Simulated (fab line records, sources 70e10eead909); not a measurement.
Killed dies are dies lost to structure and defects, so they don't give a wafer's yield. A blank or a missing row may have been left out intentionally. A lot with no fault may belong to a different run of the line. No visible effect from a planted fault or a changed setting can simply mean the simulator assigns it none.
Which tool is to blame? + flow nandHarc + 39 wafers from 13 lots sampled at 6 of the route's 1302 steps

WHAT THE GAUGES READ, wafer by wafer
NHARC_P_ZERO_WELL_CD_MEAS_11: the cd target is 500 nm.
| lot  | measured     | on       | cdNm (nm)         |
|------|--------------|----------|-------------------|
| L797 | day 2 17:07  | cdSem-01 | 497.8 499.5 497.6 |
| L798 | day 3 03:15  | cdSem-03 | 503.5 498.0 497.4 |
| L799 | day 3 13:22  | cdSem-01 | 498.0 502.6 500.3 |
| L800 | day 3 23:07  | cdSem-03 | 495.8 501.1 501.2 |
| L803 | day 5 05:15  | cdSem-01 | 496.9 495.0 497.4 |
| L804 | day 5 15:07  | cdSem-03 | 500.1 498.7 498.7 |
| L805 | day 6 01:14  | cdSem-02 | 495.9 500.5 494.3 |
| L806 | day 6 11:15  | cdSem-01 | 496.9 504.4 498.6 |
| L808 | day 7 07:15  | cdSem-01 | 505.2 501.2 500.7 |
| L809 | day 7 17:17  | cdSem-03 | 499.3 501.9 500.0 |
| L811 | day 8 13:08  | cdSem-02 | 504.2 506.4 499.9 |
| L813 | day 9 09:16  | cdSem-01 | 501.4 500.1 500.3 |
| L818 | day 11 11:08 | cdSem-03 | 501.2 503.2 500.0 |

NHARC_P_ZERO_WELL_CD_MEAS_24: the cd target is 720 nm.
| lot  | measured     | on       | cdNm (nm)         |
|------|--------------|----------|-------------------|
| L797 | day 2 18:28  | cdSem-02 | 717.0 716.9 716.7 |
| L798 | day 3 04:35  | cdSem-02 | 720.3 716.2 718.3 |
| L799 | day 3 14:46  | cdSem-02 | 718.3 717.4 718.2 |
| L800 | day 4 00:21  | cdSem-03 | 720.8 720.9 722.2 |
| L803 | day 5 06:36  | cdSem-03 | 717.1 717.3 713.4 |
| L804 | day 5 16:20  | cdSem-01 | 717.5 721.2 714.4 |
| L805 | day 6 02:35  | cdSem-02 | 716.7 717.5 717.8 |
| L806 | day 6 12:35  | cdSem-02 | 721.0 719.7 718.1 |
| L808 | day 7 08:38  | cdSem-01 | 722.7 721.5 722.9 |
| L809 | day 7 18:32  | cdSem-02 | 723.8 715.8 720.3 |
| L811 | day 8 14:40  | cdSem-01 | 724.9 720.3 722.3 |
| L813 | day 9 10:36  | cdSem-02 | 719.3 716.0 722.7 |
| L818 | day 11 12:31 | cdSem-01 | 720.2 723.2 719.5 |

NHARC_P_STI_INSPECT_11.
| lot  | measured     | on               | rawDefectCount |
|------|--------------|------------------|----------------|
| L797 | day 3 14:43  | defectInspect-02 | 8 11 2         |
| L798 | day 4 00:15  | defectInspect-02 | 7 14 6         |
| L799 | day 4 11:23  | defectInspect-01 | 4 4 3          |
| L800 | day 4 20:16  | defectInspect-02 | 7 11 10        |
| L803 | day 6 03:21  | defectInspect-02 | 7 6 6          |
| L804 | day 6 14:41  | defectInspect-01 | 5 2 4          |
| L805 | day 7 01:49  | defectInspect-02 | 9 3 2          |
| L806 | day 7 12:17  | defectInspect-01 | 3 13 10        |
| L808 | day 8 08:48  | defectInspect-02 | 2 10 4         |
| L809 | day 8 17:30  | defectInspect-02 | 661 631 646    |
| L811 | day 9 12:44  | defectInspect-01 | 656 663 686    |
| L813 | day 10 13:04 | defectInspect-01 | 6 7 1          |
| L818 | day 12 10:58 | defectInspect-01 | 3 5 5          |

NHARC_END_SORT_01.
| lot  | measured     | on        | killedAtArray | killedAtOther | killedAtPeriphery | killedDies  | killedOpen | killedShort |
|------|--------------|-----------|---------------|---------------|-------------------|-------------|------------|-------------|
| L804 | day 29 08:59 | prober-02 | 75 56 47      | 1 1 0         | 6 10 8            | 82 67 55    | 3 0 3      | 5 3 2       |
| L809 | day 30 19:57 | prober-01 | 65 74 61      | 0 0 1         | 71 57 95          | 136 131 157 | 4 3 4      | 2 2 1       |
| L811 | day 31 01:37 | prober-02 | 72 92 93      | 0 0 1         | 63 49 94          | 135 141 188 | 2 1 2      | 0 0 2       |

WHICH TOOL RAN EACH LOT (tool, then ch and the chambers of the sampled wafers, then the start)
| lot  | NHARC_P_STI_ETCH_26                | NHARC_P_GATE_ETCHBACK_37                     |
|------|------------------------------------|----------------------------------------------|
| L797 | wetBench-05 ch 0,6,7, day 2 23:29  | rieDiel-05 ch 1,2,3, no start                |
| L798 | wetBench-05 ch 1,2,5, day 3 09:38  | rieDiel-05 ch 0,2,3, no start                |
| L799 | wetBench-04 ch 0,4,6, day 3 19:59  | rieDiel-10 ch 2,3, no start                  |
| L800 | wetBench-04 ch 3,5,6, day 4 05:14  | rieDiel-05 ch 1,2,3, no start                |
| L803 | wetBench-05 ch 0,2,4, day 5 11:44  | rieDiel-10 ch 0,3, no start                  |
| L804 | wetBench-05 ch 2,5,6, day 5 21:29  | rieDiel-10 ch 1,2,3, day 29 08:59 or earlier |
| L805 | wetBench-05 ch 4,6,7, day 6 07:48  | rieDiel-09 ch 0,1,2, no start                |
| L806 | wetBench-03 ch 0,1,5, day 6 18:22  | rieDiel-10 ch 1,2, no start                  |
| L808 | wetBench-04 ch 0,1,7, day 7 18:08  | rieDiel-10 ch 1,3, no start                  |
| L809 | wetBench-05 ch 2,5,7, day 7 23:39  | rieDiel-05 ch 0,1,3, day 30 19:57 or earlier |
| L811 | wetBench-05 ch 0,1,5, day 8 20:16  | rieDiel-09 ch 0,1, day 31 01:37 or earlier   |
| L813 | wetBench-04 ch 4,5,6, day 9 15:47  | rieDiel-10 ch 0,2, no start                  |
| L818 | wetBench-05 ch 2,3,7, day 11 17:25 | rieDiel-05 ch 0,1, no start                  |
- NHARC_P_STI_ETCH_26: etches SiO2 in dHF, target depth 11 nm.
- NHARC_P_GATE_ETCHBACK_37: etches the open film in CHF3/O2, target depth 34.5 nm, time 17.2 s.

AS READ BY THE TOOLS THEMSELVES (means over the sampled wafers that have a number; for cases with no such wafer, the mark the record gives instead)
NHARC_P_GATE_ETCHBACK_37.
| lot  | tool       | drypumpMotorCurrentA (A) | oesProductAu (a.u.) | rfFwdPowerW (W) | rfVppV (V) | showerheadPlenumPTorr (Torr) | throttleValvePct (%) |
|------|------------|--------------------------|---------------------|-----------------|------------|------------------------------|----------------------|
| L797 | rieDiel-05 | 6.1                      | 0.93                | 493.3           | 371.6      | 2.42                         | 20.574               |
| L798 | rieDiel-05 | 5.8                      | 0.92                | 491.2           | 371.1      | 2.37                         | 20.566               |
| L799 | rieDiel-10 | 5.6                      | 0.95                | 489.9           | 372.6      | 2.51                         | 20.591               |
| L800 | rieDiel-05 | 6.1                      | 0.91                | 491.0           | 371.0      | 2.42                         | 20.566               |
| L803 | rieDiel-10 | 5.5                      | 0.95                | 494.1           | 373.6      | 2.53                         | 20.567               |
| L804 | rieDiel-10 | 5.9                      | 0.97                | 489.6           | 372.6      | 2.50                         | 20.575               |
| L805 | rieDiel-09 | 5.4                      | 0.92                | 492.5           | 373.2      | 2.51                         | 20.571               |
| L806 | rieDiel-10 | 6.3                      | 0.92                | 489.8           | 372.6      | 2.53                         | 20.574               |
| L808 | rieDiel-10 | 6.0                      | 1.01                | 491.6           | 371.8      | 2.47                         | 20.577               |
| L809 | rieDiel-05 | 6.0                      | 0.95                | 491.6           | 369.4      | 2.35                         | 20.573               |
| L811 | rieDiel-09 | 5.5                      | 0.93                | 490.8           | 374.3      | 2.56                         | 20.574               |
| L813 | rieDiel-10 | 5.5                      | 0.94                | 492.9           | 374.1      | 2.56                         | 20.572               |
| L818 | rieDiel-05 | 6.0                      | 0.93                | 491.6           | 370.4      | 2.37                         | 20.582               |

THE ANSWER, worked out from the rows above alone
Rule: the lots themselves supply what counts as usual. The widest of any qualifying gaps counts: lots, ordered by their means at a reading, are off when they make up no more than a third of the lots, leave a main group of 4 or more, and stand apart from it by 3 or more times the standard deviation of that group's means. If all means in a main group match to the digits the tables above print for the reading, that group is not used. A lot without any number at a reading at which 4 lots or more have one is off too. Where the step has rows for the other lots, those lots are counted as sound. The gauges are gone through in route order, then the tools' own readings, and for those a lot's mean is taken as printed above. The first step at which some lot is off is used, and at that step the reading that is off furthest; a lot without a number counts as furthest.
Off at NHARC_P_STI_INSPECT_11 (rawDefectCount): L809, L811. The main group has a mean of 6.1 with a standard deviation of 2.
A tool fits if, at a process step before that reading, it ran every lot that is off, and no sound lot after the first of them. Those tools and the gauges at NHARC_P_STI_INSPECT_11 are tried in the same way. Not one of the candidates tried fits.

WHAT THE SIMULATOR PUT IN
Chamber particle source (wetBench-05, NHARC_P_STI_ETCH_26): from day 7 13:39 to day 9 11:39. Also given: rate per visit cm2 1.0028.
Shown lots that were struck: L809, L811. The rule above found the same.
